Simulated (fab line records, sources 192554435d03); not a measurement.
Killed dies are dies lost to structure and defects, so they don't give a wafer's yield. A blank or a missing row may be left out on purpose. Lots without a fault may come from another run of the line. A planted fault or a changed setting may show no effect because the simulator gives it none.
Split-lot experiment | flow n5_finfet | 7 lots, 21 wafers read, on a route of 1938 steps

THE SPLIT
At N5_BEOL_M14_PEB_08 (peb time 90 s), the setting peb_time_s was moved away from the recipe's 90 s on 9 of the 21 wafers read, by -20.0% to +20.2%. The other wafers ran this setting at the recipe's value.

FROM THE SPLIT TO THE READING: what the file shows between them, 9 steps
- N5_BEOL_M14_DEVELOP_09: develop time 45 s
- N5_BEOL_M14_HARDBAKE_14: time 120 s
- N5_BEOL_M14_CD_MEAS_10: target cd 250 nm
- N5_BEOL_M14_ETCH_59: etches BARC in N2/H2, target depth 89 nm, overetch 26.7 nm, time 67.9 s (also split here: time_s)
- N5_BEOL_M14_VIA_ETCH_16: etches SiO2 in C4F8/O2/Ar, target depth 1231.3 nm
- N5_BEOL_M14_STRIP_63: strips in O2
- N5_BEOL_M14_STRIP_64: strips in O2
- N5_BEOL_M14_STRIP_71: strips in post etch residue remover, time 60 s
- N5_BEOL_M14_SRD_72: time 30 s, dry time 30 s

THE READING
cd_nm, in nm, at N5_BEOL_M14_CD_MEAS_17 (target cd 250 nm). Fault-free wafers of this fab line usually give 251.1 nm, standard deviation 1.7 nm.

wafer  | tool, chamber at the split | peb_time_s as run, s | against the recipe | cd_nm, nm | against lot-mates on the recipe
L075.2 | litho_track-04, 0          | 90                   | recipe             | 251.6     | -
L075.3 | litho_track-04, 0          | 90                   | recipe             | 251.1     | -
L075.5 | litho_track-04, 0          | 103.3                | +14.8%             | 258.0     | +6.7
L077.1 | litho_track-01, 0          | 90                   | recipe             | 252.2     | -
L077.2 | litho_track-01, 0          | 82.39                | -8.5%              | 247.1     | -5.1
L077.3 | litho_track-01, 0          | 82.39                | -8.5%              | 245.9     | -6.3
L081.3 | litho_track-02, 0          | 72.02                | -20.0%             | 241.0     | -8.6
L081.5 | litho_track-02, 0          | 90                   | recipe             | 249.6     | -
L081.6 | litho_track-02, 0          | 72.02                | -20.0%             | 238.0     | -11.6
L085.1 | litho_track-04, 0          | 90                   | recipe             | 251.8     | -
L085.3 | litho_track-04, 0          | 90                   | recipe             | 251.0     | -
L085.4 | litho_track-04, 0          | 90                   | recipe             | 253.1     | -
L090.2 | litho_track-02, 0          | 90                   | recipe             | 250.6     | -
L090.4 | litho_track-02, 0          | 90                   | recipe             | 249.1     | -
L090.6 | litho_track-02, 0          | 90                   | recipe             | 251.3     | -
L092.1 | litho_track-04, 0          | 108.2                | +20.2%             | 257.1     | +8.2
L092.4 | litho_track-04, 0          | 90                   | recipe             | 248.9     | -
L092.6 | litho_track-04, 0          | 108.2                | +20.2%             | 258.6     | +9.7
L097.1 | litho_track-01, 0          | 77.58                | -13.8%             | 242.5     | -6.8
L097.2 | litho_track-01, 0          | 90                   | recipe             | 249.3     | -
L097.3 | litho_track-01, 0          | 77.58                | -13.8%             | 244.8     | -4.5

THE FIT
A straight line over all 21 wafers: cd_nm changes by +0.466 nm for each +1% of peb_time_s; r = +0.96; the points scatter about the line by 1.5 nm.
The same after taking each lot's own level away (the mean of its wafers on the recipe; 21 wafers): +0.471 nm for each +1%; r = +0.98; scatter 1.1 nm.
On that fit, the largest move of peb_time_s shifts the reading by 9.5 nm.
The lots' own levels span 248.90 to 252.20 nm, that is 1.9 times the standard deviation above.
So the lot-to-lot level changes the slope little: the two slopes agree.
Check: with one of the wafers moved furthest among these (+20.2%) left out of the fit, the line predicts +9.66 nm for it against its lot-mates. It came out at +8.2 nm against them.

OTHER SPLITS ON THESE WAFERS
These wafers also went through other splits before the reading. Each is held against what the fit with the lots' levels taken away leaves over:
other split on the same wafers | wafers away from the commonest value | r with cd_nm (lot level and that fit taken away)
N5_BEOL_M11_COAT_22 spin_rpm   | 5                                    | +0.01
N5_BEOL_M12_EXPOSE_07 dose_mj  | 8                                    | +0.05
N5_BEOL_M13_COAT_66 spin_rpm   | 7                                    | -0.09
N5_BEOL_M13_PEB_26 peb_time_s  | 6                                    | -0.11
N5_BEOL_M14_ETCH_59 time_s     | 7                                    | +0.17

THE WHOLE CHAIN: every reading that the file lists as answering this split, in the file's order
step                   | what it does     | reading | change (the file's fit)               | r (the file's)
N5_BEOL_M14_CD_MEAS_10 | target cd 250 nm | cd_nm   | +0.484 nm for each +1% of the setting | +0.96
N5_BEOL_M14_CD_MEAS_17 | target cd 250 nm | cd_nm   | +0.471 nm for each +1% of the setting | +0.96

THE FILE'S OWN FIT
cd_nm changes by +0.471 nm for each +1% of peb_time_s, r = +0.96.
